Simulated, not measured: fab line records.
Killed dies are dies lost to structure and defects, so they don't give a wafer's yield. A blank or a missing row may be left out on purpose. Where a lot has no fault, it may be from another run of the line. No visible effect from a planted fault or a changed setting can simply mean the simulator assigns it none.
A single fault, viewed from 3 desks || flow nandHarc || numbers are kept per desk, each desk with only its own; the story behind them comes last

== THE DEFECT DESK ==
Inspection counts along the route, by lot: the mean over sampled wafers that carry a number. Any lot whose mean is over 4 standard deviations away from the usual mean is out of limits and marked OUT; that distance is given in the brackets.
Columns: A = rawDefectCount at NHARC_A_DECK1_JOINT_INSPECT_05, usual 354
{"lot": "L891", "first seen here": "day 12 20:10", "A": 511}
{"lot": "L892", "first seen here": "day 13 09:19", "A": 351}
{"lot": "L894", "first seen here": "day 14 10:08", "A": 295}
{"lot": "L895", "first seen here": "day 15 00:47", "A": 196}
{"lot": "L896", "first seen here": "day 15 14:49", "A": 181}
{"lot": "L897", "first seen here": "day 15 14:50", "A": 569}
{"lot": "L898", "first seen here": "day 15 21:20", "A": 567}
{"lot": "L899", "first seen here": "day 16 19:04", "A": 356}
{"lot": "L900", "first seen here": "day 16 19:13", "A": 320}
{"lot": "L903", "first seen here": "day 18 11:20", "A": 573}
{"lot": "L904", "first seen here": "day 18 16:50", "A": 333}
{"lot": "L906", "first seen here": "day 19 01:43", "A": "1722 (+9.1) OUT"}
{"lot": "L908", "first seen here": "day 20 07:05", "A": "1567 (+8.1) OUT"}
This desk finds L906, L908 out of limits, L906 being first, at day 19 01:43 (rawDefectCount at NHARC_A_DECK1_JOINT_INSPECT_05). L891, L892, L894, L895, L896, L897, L898, L899, L900, L903, L904 stayed within limits.

== FROM THE METROLOGY DESK ==
Means of the sampled wafers that have a number, per lot and without regard to the tool the lot ran on: this is what the gauges read. Any lot whose mean is over 4 standard deviations away from the usual mean is out of limits and marked OUT; that distance is given in the brackets.
Columns: A = thkNm at NHARC_A_ONON_D2_THK_MEAS_24, usual 1002 nm
{"lot": "L891", "first seen here": "day 13 07:51", "A": 985}
{"lot": "L892", "first seen here": "day 13 22:05", "A": 1000}
{"lot": "L894", "first seen here": "day 14 22:13", "A": 1013}
{"lot": "L895", "first seen here": "day 15 12:05", "A": 1000}
{"lot": "L897", "first seen here": "day 16 02:47", "A": 997}
{"lot": "L896", "first seen here": "day 16 02:48", "A": 998}
{"lot": "L898", "first seen here": "day 16 10:50", "A": 1000}
{"lot": "L900", "first seen here": "day 17 06:48", "A": 1015}
{"lot": "L899", "first seen here": "day 17 06:49", "A": 1004}
{"lot": "L903", "first seen here": "day 18 22:55", "A": 1004}
{"lot": "L904", "first seen here": "day 19 04:13", "A": 995}
{"lot": "L906", "first seen here": "day 19 13:25", "A": 994}
{"lot": "L908", "first seen here": "day 20 18:46", "A": 993}
Finding of this desk: none of the 13 lots has anything out of limits.

== FOR THE TOOL OWNER'S DESK: cmp-03 ==
The tool's own readings at NHARC_A_DECK1_JOINT_CMP_02 (polishes SiOx): means of the sampled wafers that have a number, for each lot that ran on this tool. Any lot whose mean is over 4 standard deviations away from the usual mean is out of limits and marked OUT; that distance is given in the brackets.
Columns: A = edgeZonePressureFrac at NHARC_A_DECK1_JOINT_CMP_02, usual 1.000; B = motorCurrentA at NHARC_A_DECK1_JOINT_CMP_02, usual 12.6 A
{"lot": "L894", "first seen here": "day 14 09:27", "A": 1.005, "B": 13.8}
{"lot": "L896", "first seen here": "day 15 14:07", "A": 0.997, "B": 12.8}
{"lot": "L898", "first seen here": "day 15 20:38", "A": 0.997, "B": 12.7}
{"lot": "L900", "first seen here": "day 16 18:23", "A": 1.002, "B": 12.8}
{"lot": "L904", "first seen here": "day 18 16:11", "A": 0.998, "B": 13.1}
{"lot": "L906", "first seen here": "day 19 01:01", "A": 0.996, "B": 12.2}
{"lot": "L908", "first seen here": "day 20 06:23", "A": 0.999, "B": 12.5}
Finding of this desk: none of the 7 lots has anything out of limits.

== TAKEN TOGETHER ==
The defect desk could have raised an alarm at day 19 01:43, on L906, L908.
The metrology desk saw nothing out of limits.
Nothing out of limits was seen by the tool owner's desk.
The metrology desk holds a record of L906, L908, inside its limits.
Tool owner's desk: L906, L908 on record, inside its limits.
NHARC_A_DECK1_JOINT_CMP_02 was run on cmp-03 by each of the lots named.

== WHAT THE SIMULATOR HAD PUT IN ==
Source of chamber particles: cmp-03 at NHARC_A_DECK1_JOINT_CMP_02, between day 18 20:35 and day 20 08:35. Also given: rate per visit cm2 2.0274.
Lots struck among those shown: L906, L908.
Hours from the fault's start to each desk's first reading out of limits: the defect desk, 5.
